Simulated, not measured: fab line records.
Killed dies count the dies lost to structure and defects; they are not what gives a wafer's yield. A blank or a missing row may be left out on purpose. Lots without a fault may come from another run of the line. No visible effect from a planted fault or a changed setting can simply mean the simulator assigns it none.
Which tool is to blame? | flow nandHarc | 24 lots with 72 wafers sampled at 5 steps, on a route of 1302 steps

WHAT THE GAUGES SHOWED, per wafer
NHARC_A_M1_THK_MEAS_24: measures by xrf.
lot  | measured     | on           | thkNm (nm)
L074 | day 22 17:12 | filmMetro-02 | 152.6 155.5 154.3
L076 | day 23 14:37 | filmMetro-01 | 155.6 153.1 158.3
L075 | day 23 14:57 | filmMetro-02 | 152.5 154.6 154.4
L077 | day 24 06:11 | filmMetro-01 | 154.2 157.2 156.0
L078 | day 24 16:20 | filmMetro-02 | 155.3 156.2 154.4
L079 | day 25 17:16 | filmMetro-01 | 154.5 154.6 155.5
L080 | day 26 01:42 | filmMetro-02 | 152.7 156.0 153.2
L081 | day 26 09:32 | filmMetro-01 | 155.1 155.3 153.8
L082 | day 26 10:04 | filmMetro-01 | 154.4 154.6 154.1
L083 | day 27 05:56 | filmMetro-01 | 155.5 155.4 156.0
L084 | day 27 11:11 | filmMetro-01 | 156.3 152.2 154.7
L085 | day 27 13:43 | filmMetro-01 | 156.4 155.4 154.0
L086 | day 27 20:07 | filmMetro-02 | 154.8 155.8 154.2
L087 | day 28 12:16 | filmMetro-01 | 151.7 153.6 154.6
L088 | day 28 23:24 | filmMetro-02 | 153.8 154.3 153.6
L089 | day 29 03:25 | filmMetro-02 | 154.7 154.7 155.8
L090 | day 29 05:32 | filmMetro-01 | 155.5 152.4 155.5
L091 | day 30 23:55 | filmMetro-01 | 154.5 155.3 151.3
L092 | day 31 00:25 | filmMetro-02 | 152.8 156.3 154.5
L093 | day 31 04:59 | filmMetro-01 | 152.5 153.7 153.8
L094 | day 31 05:32 | filmMetro-01 | 155.8 154.6 155.4
L095 | day 32 01:40 | filmMetro-02 | 155.5 154.3 155.7
L097 | day 32 15:21 | filmMetro-02 | 156.0 154.8 156.1
L096 | day 32 17:05 | filmMetro-02 | 157.9 154.8 156.7

WHAT TOOL EACH LOT RAN ON (gives the tool, then ch and the chambers of the sampled wafers, and finally the start)
lot  | NHARC_A_M0_DEGAS_28         | NHARC_A_M1_DESCUM_14              | NHARC_A_M1_DEGAS_29         | NHARC_A_M1_PVD_20
L074 | pvdSputter-02, day 22 11:23 | rieDiel-12 ch 0,3, day 22 14:45   | pvdSputter-03, day 22 15:46 | pvdSputter-03, day 22 17:12 or earlier
L076 | pvdSputter-02, day 23 09:13 | rieDiel-12 ch 2,3, day 23 12:12   | pvdSputter-02, day 23 13:13 | pvdSputter-02, day 23 14:37 or earlier
L075 | pvdSputter-03, day 23 09:29 | rieDiel-12 ch 1,2, day 23 12:32   | pvdSputter-01, day 23 13:34 | pvdSputter-01, day 23 14:57 or earlier
L077 | pvdSputter-02, day 24 00:28 | rieDiel-02 ch 0,2,3, day 24 03:27 | pvdSputter-03, day 24 04:48 | pvdSputter-03, day 24 06:11 or earlier
L078 | pvdSputter-01, day 24 10:30 | rieDiel-12 ch 0,1, day 24 13:50   | pvdSputter-03, day 24 14:56 | pvdSputter-03, day 24 16:20 or earlier
L079 | pvdSputter-03, day 25 11:30 | rieDiel-13 ch 0,2,3, day 25 14:52 | pvdSputter-03, day 25 15:53 | pvdSputter-03, day 25 17:16 or earlier
L080 | pvdSputter-02, day 25 20:10 | rieDiel-12 ch 0,2, day 25 23:17   | pvdSputter-02, day 26 00:17 | pvdSputter-02, day 26 01:42 or earlier
L081 | pvdSputter-03, day 26 03:49 | rieDiel-13 ch 1,2,3, day 26 06:56 | pvdSputter-03, day 26 08:09 | pvdSputter-03, day 26 09:32 or earlier
L082 | pvdSputter-01, day 26 04:32 | rieDiel-02 ch 1,2,3, day 26 07:38 | pvdSputter-03, day 26 08:40 | pvdSputter-03, day 26 10:04 or earlier
L083 | pvdSputter-01, day 27 00:31 | rieDiel-13 ch 0,1, day 27 03:31   | pvdSputter-01, day 27 04:32 | pvdSputter-01, day 27 05:56 or earlier
L084 | pvdSputter-02, day 27 05:33 | rieDiel-02 ch 1,3, day 27 08:44   | pvdSputter-03, day 27 09:44 | pvdSputter-03, day 27 11:11 or earlier
L085 | pvdSputter-01, day 27 07:44 | rieDiel-13 ch 0,1, day 27 11:19   | pvdSputter-03, day 27 12:20 | pvdSputter-03, day 27 13:43 or earlier
L086 | pvdSputter-02, day 27 12:32 | rieDiel-12 ch 1,3, day 27 17:41   | pvdSputter-03, day 27 18:44 | pvdSputter-03, day 27 20:07 or earlier
L087 | pvdSputter-02, day 28 06:49 | rieDiel-12 ch 0,1,2, day 28 09:50 | pvdSputter-01, day 28 10:52 | pvdSputter-01, day 28 12:16 or earlier
L088 | pvdSputter-01, day 28 17:49 | rieDiel-12 ch 0,2,3, day 28 21:01 | pvdSputter-01, day 28 22:01 | pvdSputter-01, day 28 23:24 or earlier
L089 | pvdSputter-03, day 28 21:44 | rieDiel-13 ch 0,1,2, day 29 01:00 | pvdSputter-03, day 29 02:01 | pvdSputter-03, day 29 03:25 or earlier
L090 | pvdSputter-01, day 29 00:08 | rieDiel-12 ch 1,2,3, day 29 03:08 | pvdSputter-03, day 29 04:08 | pvdSputter-03, day 29 05:32 or earlier
L091 | pvdSputter-03, day 30 18:21 | rieDiel-13 ch 0,1,3, day 30 21:30 | pvdSputter-02, day 30 22:30 | pvdSputter-02, day 30 23:55 or earlier
L092 | pvdSputter-01, day 30 18:55 | rieDiel-13 ch 0,1,3, day 30 22:01 | pvdSputter-03, day 30 23:01 | pvdSputter-03, day 31 00:25 or earlier
L093 | pvdSputter-02, day 30 23:26 | rieDiel-12 ch 1,3, day 31 02:34   | pvdSputter-01, day 31 03:36 | pvdSputter-01, day 31 04:59 or earlier
L094 | pvdSputter-03, day 30 23:57 | rieDiel-12 ch 0,1, day 31 03:06   | pvdSputter-01, day 31 04:09 | pvdSputter-01, day 31 05:32 or earlier
L095 | pvdSputter-03, day 31 19:28 | rieDiel-13 ch 1,3, day 31 23:11   | pvdSputter-03, day 32 00:16 | pvdSputter-03, day 32 01:40 or earlier
L097 | pvdSputter-02, day 32 09:55 | rieDiel-02 ch 0,1, day 32 12:56   | pvdSputter-02, day 32 13:57 | pvdSputter-02, day 32 15:21 or earlier
L096 | pvdSputter-03, day 32 11:32 | rieDiel-02 ch 0,2,3, day 32 14:40 | pvdSputter-02, day 32 15:41 | pvdSputter-02, day 32 17:05 or earlier
- NHARC_A_M0_DEGAS_28: time 60 s.
- NHARC_A_M1_DESCUM_14: chemistry O2, time 3 s.
- NHARC_A_M1_DEGAS_29: time 60 s.
- NHARC_A_M1_PVD_20: deposits TaN, target thk 5 nm, time 8.06 s.

WHAT THE TOOLS THEMSELVES READ (means of the sampled wafers that have a number; where no wafer has one, the mark that the record gives instead)
NHARC_A_M0_DEGAS_28.
lot  | tool          | heaterPowerW (W)
L074 | pvdSputter-02 | 336
L076 | pvdSputter-02 | 312
L075 | pvdSputter-03 | 386
L077 | pvdSputter-02 | 330
L078 | pvdSputter-01 | 357
L079 | pvdSputter-03 | 375
L080 | pvdSputter-02 | 312
L081 | pvdSputter-03 | 369
L082 | pvdSputter-01 | 333
L083 | pvdSputter-01 | 330
L084 | pvdSputter-02 | 296
L085 | pvdSputter-01 | 347
L086 | pvdSputter-02 | 336
L087 | pvdSputter-02 | 318
L088 | pvdSputter-01 | 338
L089 | pvdSputter-03 | 368
L090 | pvdSputter-01 | 325
L091 | pvdSputter-03 | 342
L092 | pvdSputter-01 | 349
L093 | pvdSputter-02 | 340
L094 | pvdSputter-03 | 317
L095 | pvdSputter-03 | 366
L097 | pvdSputter-02 | 321
L096 | pvdSputter-03 | 376

NHARC_A_M1_DESCUM_14.
lot  | tool       | drypumpMotorCurrentA (A) | oesProductAu (a.u.) | rfVppV (V) | showerheadPlenumPTorr (Torr) | throttleValvePct (%)
L074 | rieDiel-12 | 5.6                      | 1.012               | 58.2       | 1.95                         | 11.308
L076 | rieDiel-12 | 5.6                      | 0.999               | 57.1       | 1.82                         | 11.316
L075 | rieDiel-12 | 5.9                      | 0.995               | 58.0       | 1.87                         | 11.305
L077 | rieDiel-02 | 5.3                      | 1.005               | 57.9       | 1.87                         | 11.315
L078 | rieDiel-12 | 5.7                      | 1.000               | 58.4       | 1.97                         | 11.313
L079 | rieDiel-13 | 5.5                      | 1.014               | 58.6       | 1.90                         | 11.302
L080 | rieDiel-12 | 5.2                      | 1.008               | 58.1       | 1.88                         | 11.305
L081 | rieDiel-13 | 6.0                      | 1.002               | 58.0       | 1.90                         | 11.314
L082 | rieDiel-02 | 5.4                      | 0.995               | 58.2       | 1.92                         | 11.310
L083 | rieDiel-13 | 6.2                      | 1.014               | 57.5       | 1.94                         | 11.306
L084 | rieDiel-02 | 5.4                      | 1.002               | 58.1       | 1.97                         | 11.309
L085 | rieDiel-13 | 5.7                      | 1.012               | 57.9       | 1.94                         | 11.306
L086 | rieDiel-12 | 6.0                      | 0.990               | 57.1       | 1.84                         | 11.308
L087 | rieDiel-12 | 5.6                      | 0.997               | 57.7       | 1.90                         | 11.315
L088 | rieDiel-12 | 5.5                      | 0.991               | 58.0       | 1.88                         | 11.319
L089 | rieDiel-13 | 5.6                      | 1.004               | 58.0       | 1.89                         | 11.318
L090 | rieDiel-12 | 5.8                      | 1.000               | 57.1       | 1.84                         | 11.309
L091 | rieDiel-13 | 6.1                      | 1.001               | 58.7       | 1.95                         | 11.312
L092 | rieDiel-13 | 6.1                      | 1.008               | 56.9       | 1.95                         | 11.305
L093 | rieDiel-12 | 6.1                      | 0.993               | 57.6       | 1.86                         | 11.314
L094 | rieDiel-12 | 5.8                      | 0.992               | 57.8       | 1.97                         | 11.304
L095 | rieDiel-13 | 6.6                      | 1.000               | 58.6       | 1.95                         | 11.313
L097 | rieDiel-02 | 5.6                      | 0.996               | 57.8       | 1.92                         | 11.320
L096 | rieDiel-02 | 5.3                      | 1.002               | 58.3       | 1.86                         | 11.303

NHARC_A_M1_DEGAS_29.
lot  | tool          | heaterPowerW (W)
L074 | pvdSputter-03 | 340
L076 | pvdSputter-02 | 297
L075 | pvdSputter-01 | 347
L077 | pvdSputter-03 | 369
L078 | pvdSputter-03 | 352
L079 | pvdSputter-03 | 374
L080 | pvdSputter-02 | 338
L081 | pvdSputter-03 | 348
L082 | pvdSputter-03 | 371
L083 | pvdSputter-01 | 345
L084 | pvdSputter-03 | 397
L085 | pvdSputter-03 | 365
L086 | pvdSputter-03 | 376
L087 | pvdSputter-01 | 333
L088 | pvdSputter-01 | 353
L089 | pvdSputter-03 | 372
L090 | pvdSputter-03 | 343
L091 | pvdSputter-02 | 318
L092 | pvdSputter-03 | 333
L093 | pvdSputter-01 | 342
L094 | pvdSputter-01 | 329
L095 | pvdSputter-03 | 378
L097 | pvdSputter-02 | 331
L096 | pvdSputter-02 | 310

NHARC_A_M1_PVD_20.
lot  | tool          | substrateTempC (C) | throttleValvePct (%)
L074 | pvdSputter-03 | 49.98              | 29.4
L076 | pvdSputter-02 | 49.86              | 29.3
L075 | pvdSputter-01 | 50.13              | 29.1
L077 | pvdSputter-03 | 49.79              | 29.7
L078 | pvdSputter-03 | 50.13              | 29.7
L079 | pvdSputter-03 | 50.00              | 29.8
L080 | pvdSputter-02 | 50.10              | 30.2
L081 | pvdSputter-03 | 49.95              | 29.5
L082 | pvdSputter-03 | 49.97              | 29.7
L083 | pvdSputter-01 | 49.95              | 30.9
L084 | pvdSputter-03 | 49.95              | 29.8
L085 | pvdSputter-03 | 49.95              | 29.8
L086 | pvdSputter-03 | 50.06              | 29.8
L087 | pvdSputter-01 | 50.10              | 29.8
L088 | pvdSputter-01 | 49.96              | 31.4
L089 | pvdSputter-03 | 50.09              | 29.6
L090 | pvdSputter-03 | 49.89              | 29.8
L091 | pvdSputter-02 | 50.05              | 29.6
L092 | pvdSputter-03 | 50.04              | 29.1
L093 | pvdSputter-01 | 50.13              | 31.0
L094 | pvdSputter-01 | 49.86              | 31.5
L095 | pvdSputter-03 | 50.06              | 29.4
L097 | pvdSputter-02 | 49.89              | 30.4
L096 | pvdSputter-02 | 50.00              | 30.5

THE ANSWER, worked out from the rows above alone
Rule: what is usual is taken from the lots themselves. Put in order of their means at a reading, lots are off if they are a third of the lots or fewer, leave a main group of 4 or more, and stand apart from it by a gap of 3 or more times the standard deviation of the main group's means; of several such gaps the widest counts. The tables above print the reading to a certain number of digits; a main group whose means all agree to those digits is not used. Also off: a lot with no number at a reading for which 4 or more lots have one. Where the step has rows for the other lots, those lots are counted as sound. After the gauges, taken in route order, come the tools' own readings; for these a lot's mean is taken, as printed above. The first step at which some lot is off is used, and at that step the reading that is off furthest; a lot without a number counts as furthest.
Across all readings shown, no lot is off: no conclusion can be drawn from this.

WHAT THE SIMULATOR PUT IN
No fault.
